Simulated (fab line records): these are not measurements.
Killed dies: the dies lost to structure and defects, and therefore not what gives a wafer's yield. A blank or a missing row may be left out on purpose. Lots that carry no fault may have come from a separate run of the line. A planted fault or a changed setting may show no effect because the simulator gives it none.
The tool behind it: which one? / flow n5Finfet / 24 lots, 72 wafers sampled, at 5 steps of a route of 1938

== WHAT THE GAUGES READ, wafer by wafer ==
N5_SDB_INSPECT_13: inspects for defects (brightfield). Usual: rawDefectCount 72, standard deviation 29.
lot=L074; measured=day 3 15:52; on=defectInspect-02; rawDefectCount=81 78 39; flag=
lot=L075; measured=day 3 23:47; on=defectInspect-02; rawDefectCount=50 49 61; flag=
lot=L076; measured=day 4 05:17; on=defectInspect-02; rawDefectCount=78 86 54; flag=
lot=L077; measured=day 4 11:29; on=defectInspect-01; rawDefectCount=100 61 146; flag=
lot=L078; measured=day 4 20:55; on=defectInspect-02; rawDefectCount=91 93 104; flag=
lot=L079; measured=day 4 23:57; on=defectInspect-02; rawDefectCount=89 64 93; flag=
lot=L080; measured=day 5 04:55; on=defectInspect-02; rawDefectCount=47 85 127; flag=
lot=L081; measured=day 5 10:56; on=defectInspect-02; rawDefectCount=85 55 69; flag=
lot=L082; measured=day 5 19:56; on=defectInspect-01; rawDefectCount=55 65 95; flag=
lot=L083; measured=day 6 01:30; on=defectInspect-01; rawDefectCount=50 92 37; flag=
lot=L084; measured=day 6 10:44; on=defectInspect-02; rawDefectCount=39 42 70; flag=
lot=L085; measured=day 6 12:54; on=defectInspect-01; rawDefectCount=103 72 41; flag=
lot=L087; measured=day 7 04:06; on=defectInspect-02; rawDefectCount=102 63 64; flag=
lot=L086; measured=day 7 04:35; on=defectInspect-02; rawDefectCount=41 39 35; flag=
lot=L088; measured=day 7 06:50; on=defectInspect-02; rawDefectCount=112 82 137; flag=
lot=L089; measured=day 7 15:53; on=defectInspect-02; rawDefectCount=45 70 63; flag=
lot=L090; measured=day 7 17:31; on=defectInspect-01; rawDefectCount=72 54 53; flag=
lot=L091; measured=day 7 22:13; on=defectInspect-01; rawDefectCount=57 75 81; flag=
lot=L092; measured=day 8 08:12; on=defectInspect-01; rawDefectCount=43 38 49; flag=
lot=L093; measured=day 8 14:44; on=defectInspect-01; rawDefectCount=93 130 104; flag=
lot=L094; measured=day 8 19:43; on=defectInspect-01; rawDefectCount=183 147 64; flag=
lot=L095; measured=day 9 02:50; on=defectInspect-01; rawDefectCount=91 104 70; flag=
lot=L096; measured=day 9 06:02; on=defectInspect-02; rawDefectCount=44 53 48; flag=
lot=L097; measured=day 9 16:44; on=defectInspect-02; rawDefectCount=116 95 171; flag=

N5_SDB_THK_MEAS_31. Usual: for SDB_THK the level is 64.7 nm and the standard deviation is 1.
lot=L074; measured=day 3 19:58; on=filmMetro-01; SDB_THK (nm)=66.4 66.0 67.2; flag=
lot=L075; measured=day 4 03:39; on=filmMetro-02; SDB_THK (nm)=65.4 61.5 66.1; flag=
lot=L076; measured=day 4 09:08; on=filmMetro-02; SDB_THK (nm)=64.4 65.2 64.9; flag=
lot=L077; measured=day 4 16:12; on=filmMetro-01; SDB_THK (nm)=64.9 63.5 65.5; flag=
lot=L078; measured=day 5 01:39; on=filmMetro-02; SDB_THK (nm)=65.7 65.8 63.5; flag=
lot=L079; measured=day 5 04:18; on=filmMetro-02; SDB_THK (nm)=65.5 64.9 63.9; flag=
lot=L080; measured=day 5 09:04; on=filmMetro-02; SDB_THK (nm)=66.8 65.8 62.4; flag=
lot=L081; measured=day 5 14:48; on=filmMetro-01; SDB_THK (nm)=64.5 64.2 65.6; flag=
lot=L082; measured=day 6 00:06; on=filmMetro-01; SDB_THK (nm)=62.4 65.2 63.2; flag=
lot=L083; measured=day 6 05:23; on=filmMetro-02; SDB_THK (nm)=64.3 63.7 65.6; flag=
lot=L084; measured=day 6 15:03; on=filmMetro-01; SDB_THK (nm)=64.6 64.8 64.9; flag=
lot=L085; measured=day 6 17:00; on=filmMetro-02; SDB_THK (nm)=63.6 65.6 64.0; flag=
lot=L087; measured=day 7 08:46; on=filmMetro-01; SDB_THK (nm)=64.9 64.0 63.9; flag=
lot=L086; measured=day 7 09:06; on=filmMetro-01; SDB_THK (nm)=65.6 64.6 66.4; flag=
lot=L088; measured=day 7 12:22; on=filmMetro-01; SDB_THK (nm)=67.0 65.2 63.3; flag=
lot=L089; measured=day 7 20:09; on=filmMetro-02; SDB_THK (nm)=64.3 65.0 63.4; flag=
lot=L090; measured=day 7 21:22; on=filmMetro-02; SDB_THK (nm)=65.8 65.2 65.2; flag=
lot=L091; measured=day 8 02:14; on=filmMetro-01; SDB_THK (nm)=64.6 64.4 64.4; flag=
lot=L092; measured=day 8 12:07; on=filmMetro-02; SDB_THK (nm)=64.9 65.7 64.7; flag=
lot=L093; measured=day 8 21:25; on=filmMetro-01; SDB_THK (nm)=64.1 64.4 63.3; flag=
lot=L094; measured=day 9 02:52; on=filmMetro-02; SDB_THK (nm)=65.5 64.4 65.1; flag=
lot=L095; measured=day 9 06:54; on=filmMetro-01; SDB_THK (nm)=66.6 65.7 66.4; flag=
lot=L096; measured=day 9 09:58; on=filmMetro-01; SDB_THK (nm)=64.4 64.1 64.4; flag=
lot=L097; measured=day 9 20:38; on=filmMetro-02; SDB_THK (nm)=64.4 64.1 64.0; flag=

== WHAT TOOL EACH LOT RAN ON (gives the tool, then ch and the chambers of the sampled wafers, and finally the start) ==
lot=L074; N5_ILD0_LINER_00=aldSin-03 ch 2,3, day 3 09:14; N5_SDB_ETCH_17=rieDiel-05 ch 0,1, day 3 15:56; N5_SDB_ALD_29=aldSin-04 ch 1,3, day 3 16:56
lot=L075; N5_ILD0_LINER_00=aldSin-03 ch 0,1,3, day 3 17:01; N5_SDB_ETCH_17=rieDiel-02 ch 1,2,3, day 3 23:51; N5_SDB_ALD_29=aldSin-01 ch 0,1,3, day 4 00:37
lot=L076; N5_ILD0_LINER_00=aldSin-01 ch 0,1,3, day 3 22:25; N5_SDB_ETCH_17=rieDiel-02 ch 1,2,3, day 4 05:21; N5_SDB_ALD_29=aldSin-04 ch 1,3, day 4 06:07
lot=L077; N5_ILD0_LINER_00=aldSin-01 ch 0,3, day 4 04:32; N5_SDB_ETCH_17=rieDiel-05 ch 0,1,3, day 4 11:51; N5_SDB_ALD_29=aldSin-01 ch 0,2,3, day 4 13:10
lot=L078; N5_ILD0_LINER_00=aldSin-03 ch 1,2,3, day 4 13:43; N5_SDB_ETCH_17=rieDiel-03 ch 0,1,3, day 4 20:59; N5_SDB_ALD_29=aldSin-04 ch 0,1,2, day 4 22:38
lot=L079; N5_ILD0_LINER_00=aldSin-03 ch 0,2,3, day 4 17:11; N5_SDB_ETCH_17=rieDiel-02 ch 0,2,3, day 5 00:02; N5_SDB_ALD_29=aldSin-02 ch 1,2,3, day 5 01:16
lot=L080; N5_ILD0_LINER_00=aldSin-02 ch 1,2, day 4 22:16; N5_SDB_ETCH_17=rieDiel-02 ch 2,3, day 5 05:00; N5_SDB_ALD_29=aldSin-01 ch 0,2,3, day 5 06:02
lot=L081; N5_ILD0_LINER_00=aldSin-03 ch 1,2,3, day 5 04:08; N5_SDB_ETCH_17=rieDiel-02 ch 0,2,3, day 5 11:01; N5_SDB_ALD_29=aldSin-04 ch 0,3, day 5 11:46
lot=L082; N5_ILD0_LINER_00=aldSin-02 ch 0,1,3, day 5 13:21; N5_SDB_ETCH_17=rieDiel-05 ch 1,2,3, day 5 20:00; N5_SDB_ALD_29=aldSin-02 ch 0,1, day 5 21:04
lot=L083; N5_ILD0_LINER_00=aldSin-02 ch 0,3, day 5 18:43; N5_SDB_ETCH_17=rieDiel-05 ch 0,1,3, day 6 01:34; N5_SDB_ALD_29=aldSin-04 ch 0,1,3, day 6 02:22
lot=L084; N5_ILD0_LINER_00=aldSin-03 ch 0,3, day 6 02:31; N5_SDB_ETCH_17=rieDiel-03 ch 2,3, day 6 11:10; N5_SDB_ALD_29=aldSin-02 ch 0,2, day 6 12:01
lot=L085; N5_ILD0_LINER_00=aldSin-01 ch 0,1,2, day 6 04:31; N5_SDB_ETCH_17=rieDiel-03 ch 0,2, day 6 12:58; N5_SDB_ALD_29=aldSin-04 ch 1,3, day 6 13:58
lot=L087; N5_ILD0_LINER_00=aldSin-02 ch 0,1,2, day 6 21:17; N5_SDB_ETCH_17=rieDiel-02 ch 0,2,3, day 7 04:29; N5_SDB_ALD_29=aldSin-01 ch 0,1,2, day 7 05:44
lot=L086; N5_ILD0_LINER_00=aldSin-03 ch 0,1,3, day 6 21:29; N5_SDB_ETCH_17=rieDiel-02 ch 1,3, day 7 04:50; N5_SDB_ALD_29=aldSin-04 ch 0,1,2, day 7 06:04
lot=L088; N5_ILD0_LINER_00=aldSin-03 ch 0,1,3, day 6 23:41; N5_SDB_ETCH_17=rieDiel-02 ch 0,1,2, day 7 07:28; N5_SDB_ALD_29=aldSin-04 ch 0,1,2, day 7 09:13
lot=L089; N5_ILD0_LINER_00=aldSin-03 ch 0,1,3, day 7 09:14; N5_SDB_ETCH_17=rieDiel-05 ch 2,3, day 7 16:07; N5_SDB_ALD_29=aldSin-02 ch 1,2,3, day 7 16:57
lot=L090; N5_ILD0_LINER_00=aldSin-02 ch 1,2,3, day 7 10:44; N5_SDB_ETCH_17=rieDiel-03 ch 0,1,3, day 7 17:35; N5_SDB_ALD_29=aldSin-04 ch 0,2,3, day 7 18:20
lot=L091; N5_ILD0_LINER_00=aldSin-02 ch 0,2,3, day 7 15:31; N5_SDB_ETCH_17=rieDiel-02 ch 1,2,3, day 7 22:23; N5_SDB_ALD_29=aldSin-02 ch 0,1,3, day 7 23:12
lot=L092; N5_ILD0_LINER_00=aldSin-03 ch 0,3, day 8 01:25; N5_SDB_ETCH_17=rieDiel-02 ch 2,3, day 8 08:16; N5_SDB_ALD_29=aldSin-02 ch 0,1,2, day 8 09:05
lot=L093; N5_ILD0_LINER_00=aldSin-02 ch 0,1,2, day 8 06:38; N5_SDB_ETCH_17=rieDiel-02 ch 0,2,3, day 8 14:48; N5_SDB_ALD_29=aldSin-04 ch 1,2,3, day 8 18:23
lot=L094; N5_ILD0_LINER_00=aldSin-01 ch 0,1,2, day 8 12:35; N5_SDB_ETCH_17=rieDiel-02 ch 0,3, day 8 20:14; N5_SDB_ALD_29=aldSin-04 ch 0,3, day 8 23:50
lot=L095; N5_ILD0_LINER_00=aldSin-02 ch 0,1,3, day 8 19:16; N5_SDB_ETCH_17=rieDiel-02 ch 0,1,2, day 9 02:55; N5_SDB_ALD_29=aldSin-04 ch 0,3, day 9 03:52
lot=L096; N5_ILD0_LINER_00=aldSin-02 ch 1,2,3, day 8 23:23; N5_SDB_ETCH_17=rieDiel-05 ch 0,1,2, day 9 06:07; N5_SDB_ALD_29=aldSin-02 ch 2,3, day 9 06:56
lot=L097; N5_ILD0_LINER_00=aldSin-01 ch 0,3, day 9 09:35; N5_SDB_ETCH_17=rieDiel-05 ch 1,2, day 9 16:48; N5_SDB_ALD_29=aldSin-01 ch 0,1,3, day 9 17:36
- N5_ILD0_LINER_00: material SiNx, target thk 4 nm, pulse time 1 s, purge time 2 s.
- N5_SDB_ETCH_17: etches SiARC in CF4, target depth 23.4 nm, time 39 s.
- N5_SDB_ALD_29: deposits SiNx, target thk 30 nm, pulse time 1 s, ald cycles 600.

== AS READ BY THE TOOLS THEMSELVES (means over the sampled wafers that have a number; for cases with no such wafer, the mark the record gives instead) ==
N5_ILD0_LINER_00. Usual: heaterPowerW 865 W, standard deviation 91; precursorPulseHeightRel 1.003, standard deviation 0.019.
lot=L074; tool=aldSin-03; heaterPowerW (W)=943; precursorPulseHeightRel=1.010; flag=
lot=L075; tool=aldSin-03; heaterPowerW (W)=889; precursorPulseHeightRel=1.008; flag=
lot=L076; tool=aldSin-01; heaterPowerW (W)=794; precursorPulseHeightRel=1.011; flag=
lot=L077; tool=aldSin-01; heaterPowerW (W)=813; precursorPulseHeightRel=1.009; flag=
lot=L078; tool=aldSin-03; heaterPowerW (W)=928; precursorPulseHeightRel=1.028; flag=
lot=L079; tool=aldSin-03; heaterPowerW (W)=890; precursorPulseHeightRel=0.998; flag=
lot=L080; tool=aldSin-02; heaterPowerW (W)=857; precursorPulseHeightRel=1.009; flag=
lot=L081; tool=aldSin-03; heaterPowerW (W)=950; precursorPulseHeightRel=1.011; flag=
lot=L082; tool=aldSin-02; heaterPowerW (W)=829; precursorPulseHeightRel=1.000; flag=
lot=L083; tool=aldSin-02; heaterPowerW (W)=910; precursorPulseHeightRel=1.025; flag=
lot=L084; tool=aldSin-03; heaterPowerW (W)=893; precursorPulseHeightRel=0.995; flag=
lot=L085; tool=aldSin-01; heaterPowerW (W)=841; precursorPulseHeightRel=0.995; flag=
lot=L087; tool=aldSin-02; heaterPowerW (W)=826; precursorPulseHeightRel=1.001; flag=
lot=L086; tool=aldSin-03; heaterPowerW (W)=894; precursorPulseHeightRel=0.984; flag=
lot=L088; tool=aldSin-03; heaterPowerW (W)=887; precursorPulseHeightRel=0.998; flag=
lot=L089; tool=aldSin-03; heaterPowerW (W)=881; precursorPulseHeightRel=0.987; flag=
lot=L090; tool=aldSin-02; heaterPowerW (W)=859; precursorPulseHeightRel=0.989; flag=
lot=L091; tool=aldSin-02; heaterPowerW (W)=902; precursorPulseHeightRel=0.996; flag=
lot=L092; tool=aldSin-03; heaterPowerW (W)=821; precursorPulseHeightRel=1.001; flag=
lot=L093; tool=aldSin-02; heaterPowerW (W)=832; precursorPulseHeightRel=1.001; flag=
lot=L094; tool=aldSin-01; heaterPowerW (W)=824; precursorPulseHeightRel=1.009; flag=
lot=L095; tool=aldSin-02; heaterPowerW (W)=851; precursorPulseHeightRel=1.003; flag=
lot=L096; tool=aldSin-02; heaterPowerW (W)=877; precursorPulseHeightRel=1.005; flag=
lot=L097; tool=aldSin-01; heaterPowerW (W)=786; precursorPulseHeightRel=1.006; flag=

N5_SDB_ETCH_17. Usual: for drypumpMotorCurrentA, 5.9 A with a standard deviation of 0.6; for etchRfOnTimeS, 38.9 s with a standard deviation of 0.83; for mfcArSccm, 100.0 sccm with a standard deviation of 0.32; for oesProductAu, 0.68 a.u. with a standard deviation of 0.07; for rfVppV, 184.0 V with a standard deviation of 1.2; for showerheadPlenumPTorr, 2.13 Torr with a standard deviation of 0.086; for throttleValvePct, 15.50 % with a standard deviation of 0.23.
lot=L074; tool=rieDiel-05; drypumpMotorCurrentA (A)=6.0; etchRfOnTimeS (s)=39.8; mfcArSccm (sccm)=99.7; oesProductAu (a.u.)=0.62; rfVppV (V)=183.4; showerheadPlenumPTorr (Torr)=2.07; throttleValvePct (%)=15.83; flag=
lot=L075; tool=rieDiel-02; drypumpMotorCurrentA (A)=6.3; etchRfOnTimeS (s)=39.4; mfcArSccm (sccm)=100.1; oesProductAu (a.u.)=0.67; rfVppV (V)=183.5; showerheadPlenumPTorr (Torr)=2.14; throttleValvePct (%)=15.52; flag=
lot=L076; tool=rieDiel-02; drypumpMotorCurrentA (A)=6.3; etchRfOnTimeS (s)=38.9; mfcArSccm (sccm)=99.8; oesProductAu (a.u.)=0.67; rfVppV (V)=184.2; showerheadPlenumPTorr (Torr)=2.14; throttleValvePct (%)=15.53; flag=
lot=L077; tool=rieDiel-05; drypumpMotorCurrentA (A)=5.6; etchRfOnTimeS (s)=39.4; mfcArSccm (sccm)=100.0; oesProductAu (a.u.)=0.63; rfVppV (V)=183.5; showerheadPlenumPTorr (Torr)=2.10; throttleValvePct (%)=15.62; flag=
lot=L078; tool=rieDiel-03; drypumpMotorCurrentA (A)=5.8; etchRfOnTimeS (s)=38.7; mfcArSccm (sccm)=100.2; oesProductAu (a.u.)=0.66; rfVppV (V)=183.3; showerheadPlenumPTorr (Torr)=2.08; throttleValvePct (%)=15.54; flag=
lot=L079; tool=rieDiel-02; drypumpMotorCurrentA (A)=6.2; etchRfOnTimeS (s)=38.9; mfcArSccm (sccm)=100.4; oesProductAu (a.u.)=0.73; rfVppV (V)=184.5; showerheadPlenumPTorr (Torr)=2.19; throttleValvePct (%)=15.50; flag=
lot=L080; tool=rieDiel-02; drypumpMotorCurrentA (A)=6.7; etchRfOnTimeS (s)=37.7; mfcArSccm (sccm)=99.8; oesProductAu (a.u.)=0.72; rfVppV (V)=184.5; showerheadPlenumPTorr (Torr)=2.18; throttleValvePct (%)=15.51; flag=
lot=L081; tool=rieDiel-02; drypumpMotorCurrentA (A)=6.2; etchRfOnTimeS (s)=38.9; mfcArSccm (sccm)=100.1; oesProductAu (a.u.)=0.73; rfVppV (V)=184.3; showerheadPlenumPTorr (Torr)=2.19; throttleValvePct (%)=15.51; flag=
lot=L082; tool=rieDiel-05; drypumpMotorCurrentA (A)=5.4; etchRfOnTimeS (s)=39.1; mfcArSccm (sccm)=99.7; oesProductAu (a.u.)=0.67; rfVppV (V)=184.2; showerheadPlenumPTorr (Torr)=2.14; throttleValvePct (%)=15.31; flag=
lot=L083; tool=rieDiel-05; drypumpMotorCurrentA (A)=5.6; etchRfOnTimeS (s)=39.1; mfcArSccm (sccm)=99.7; oesProductAu (a.u.)=0.63; rfVppV (V)=183.6; showerheadPlenumPTorr (Torr)=2.10; throttleValvePct (%)=15.62; flag=
lot=L084; tool=rieDiel-03; drypumpMotorCurrentA (A)=5.9; etchRfOnTimeS (s)=38.6; mfcArSccm (sccm)=100.0; oesProductAu (a.u.)=0.58; rfVppV (V)=183.5; showerheadPlenumPTorr (Torr)=2.02; throttleValvePct (%)=15.72; flag=
lot=L085; tool=rieDiel-03; drypumpMotorCurrentA (A)=5.5; etchRfOnTimeS (s)=39.6; mfcArSccm (sccm)=100.0; oesProductAu (a.u.)=0.57; rfVppV (V)=183.1; showerheadPlenumPTorr (Torr)=2.06; throttleValvePct (%)=15.69; flag=
lot=L087; tool=rieDiel-02; drypumpMotorCurrentA (A)=6.2; etchRfOnTimeS (s)=38.7; mfcArSccm (sccm)=99.8; oesProductAu (a.u.)=0.71; rfVppV (V)=185.3; showerheadPlenumPTorr (Torr)=2.19; throttleValvePct (%)=15.54; flag=
lot=L086; tool=rieDiel-02; drypumpMotorCurrentA (A)=6.0; etchRfOnTimeS (s)=38.5; mfcArSccm (sccm)=100.2; oesProductAu (a.u.)=0.77; rfVppV (V)=184.4; showerheadPlenumPTorr (Torr)=2.15; throttleValvePct (%)=15.32; flag=
lot=L088; tool=rieDiel-02; drypumpMotorCurrentA (A)=5.8; etchRfOnTimeS (s)=39.6; mfcArSccm (sccm)=100.5; oesProductAu (a.u.)=0.73; rfVppV (V)=184.2; showerheadPlenumPTorr (Torr)=2.14; throttleValvePct (%)=15.41; flag=
lot=L089; tool=rieDiel-05; drypumpMotorCurrentA (A)=5.5; etchRfOnTimeS (s)=39.1; mfcArSccm (sccm)=100.3; oesProductAu (a.u.)=0.66; rfVppV (V)=183.5; showerheadPlenumPTorr (Torr)=2.14; throttleValvePct (%)=15.32; flag=
lot=L090; tool=rieDiel-03; drypumpMotorCurrentA (A)=5.7; etchRfOnTimeS (s)=38.4; mfcArSccm (sccm)=99.9; oesProductAu (a.u.)=0.65; rfVppV (V)=183.8; showerheadPlenumPTorr (Torr)=2.08; throttleValvePct (%)=15.59; flag=
lot=L091; tool=rieDiel-02; drypumpMotorCurrentA (A)=6.3; etchRfOnTimeS (s)=38.7; mfcArSccm (sccm)=100.1; oesProductAu (a.u.)=0.71; rfVppV (V)=183.9; showerheadPlenumPTorr (Torr)=2.13; throttleValvePct (%)=15.43; flag=
lot=L092; tool=rieDiel-02; drypumpMotorCurrentA (A)=6.6; etchRfOnTimeS (s)=38.5; mfcArSccm (sccm)=100.0; oesProductAu (a.u.)=0.68; rfVppV (V)=183.7; showerheadPlenumPTorr (Torr)=2.11; throttleValvePct (%)=15.52; flag=
lot=L093; tool=rieDiel-02; drypumpMotorCurrentA (A)=6.2; etchRfOnTimeS (s)=38.7; mfcArSccm (sccm)=100.1; oesProductAu (a.u.)=0.69; rfVppV (V)=184.7; showerheadPlenumPTorr (Torr)=2.18; throttleValvePct (%)=15.56; flag=
lot=L094; tool=rieDiel-02; drypumpMotorCurrentA (A)=5.8; etchRfOnTimeS (s)=39.1; mfcArSccm (sccm)=100.2; oesProductAu (a.u.)=0.71; rfVppV (V)=184.6; showerheadPlenumPTorr (Torr)=2.26; throttleValvePct (%)=15.61; flag=
lot=L095; tool=rieDiel-02; drypumpMotorCurrentA (A)=5.8; etchRfOnTimeS (s)=39.2; mfcArSccm (sccm)=100.3; oesProductAu (a.u.)=0.71; rfVppV (V)=183.9; showerheadPlenumPTorr (Torr)=2.13; throttleValvePct (%)=15.44; flag=
lot=L096; tool=rieDiel-05; drypumpMotorCurrentA (A)=5.8; etchRfOnTimeS (s)=39.4; mfcArSccm (sccm)=100.0; oesProductAu (a.u.)=0.63; rfVppV (V)=184.0; showerheadPlenumPTorr (Torr)=2.10; throttleValvePct (%)=15.61; flag=
lot=L097; tool=rieDiel-05; drypumpMotorCurrentA (A)=5.6; etchRfOnTimeS (s)=38.9; mfcArSccm (sccm)=99.8; oesProductAu (a.u.)=0.66; rfVppV (V)=184.2; showerheadPlenumPTorr (Torr)=2.14; throttleValvePct (%)=15.30; flag=

N5_SDB_ALD_29. Usual: heaterPowerW 867 W, standard deviation 77; precursorPulseHeightRel 0.999, standard deviation 0.018.
lot=L074; tool=aldSin-04; heaterPowerW (W)=876; precursorPulseHeightRel=0.994; flag=
lot=L075; tool=aldSin-01; heaterPowerW (W)=803; precursorPulseHeightRel=1.008; flag=
lot=L076; tool=aldSin-04; heaterPowerW (W)=900; precursorPulseHeightRel=1.025; flag=
lot=L077; tool=aldSin-01; heaterPowerW (W)=826; precursorPulseHeightRel=0.993; flag=
lot=L078; tool=aldSin-04; heaterPowerW (W)=882; precursorPulseHeightRel=0.987; flag=
lot=L079; tool=aldSin-02; heaterPowerW (W)=882; precursorPulseHeightRel=1.004; flag=
lot=L080; tool=aldSin-01; heaterPowerW (W)=789; precursorPulseHeightRel=1.011; flag=
lot=L081; tool=aldSin-04; heaterPowerW (W)=910; precursorPulseHeightRel=1.009; flag=
lot=L082; tool=aldSin-02; heaterPowerW (W)=797; precursorPulseHeightRel=0.973; flag=
lot=L083; tool=aldSin-04; heaterPowerW (W)=923; precursorPulseHeightRel=1.001; flag=
lot=L084; tool=aldSin-02; heaterPowerW (W)=893; precursorPulseHeightRel=0.981; flag=
lot=L085; tool=aldSin-04; heaterPowerW (W)=899; precursorPulseHeightRel=1.000; flag=
lot=L087; tool=aldSin-01; heaterPowerW (W)=834; precursorPulseHeightRel=1.022; flag=
lot=L086; tool=aldSin-04; heaterPowerW (W)=884; precursorPulseHeightRel=0.981; flag=
lot=L088; tool=aldSin-04; heaterPowerW (W)=894; precursorPulseHeightRel=1.004; flag=
lot=L089; tool=aldSin-02; heaterPowerW (W)=868; precursorPulseHeightRel=0.995; flag=
lot=L090; tool=aldSin-04; heaterPowerW (W)=895; precursorPulseHeightRel=0.990; flag=
lot=L091; tool=aldSin-02; heaterPowerW (W)=847; precursorPulseHeightRel=0.991; flag=
lot=L092; tool=aldSin-02; heaterPowerW (W)=831; precursorPulseHeightRel=0.991; flag=
lot=L093; tool=aldSin-04; heaterPowerW (W)=882; precursorPulseHeightRel=1.004; flag=
lot=L094; tool=aldSin-04; heaterPowerW (W)=914; precursorPulseHeightRel=0.999; flag=
lot=L095; tool=aldSin-04; heaterPowerW (W)=926; precursorPulseHeightRel=1.004; flag=
lot=L096; tool=aldSin-02; heaterPowerW (W)=938; precursorPulseHeightRel=0.998; flag=
lot=L097; tool=aldSin-01; heaterPowerW (W)=755; precursorPulseHeightRel=0.994; flag=

== THE ANSWER, worked out from the rows above alone ==
Rule: lot off if the mean of its wafers having a number is beyond 3 standard deviations from the usual mean. Also off: a lot with no number at a reading for which 4 or more lots have one. All remaining lots with rows at the step are treated as sound. Order of review: gauges by route order, followed by the tools' own readings, for which a lot's mean as printed above is used. The first step at which some lot is off is used, and at that step the reading that is off furthest; a lot without a number counts as furthest.
None of the lots is off at any reading shown; this tells nothing.

== WHAT THE SIMULATOR HAD INSERTED ==
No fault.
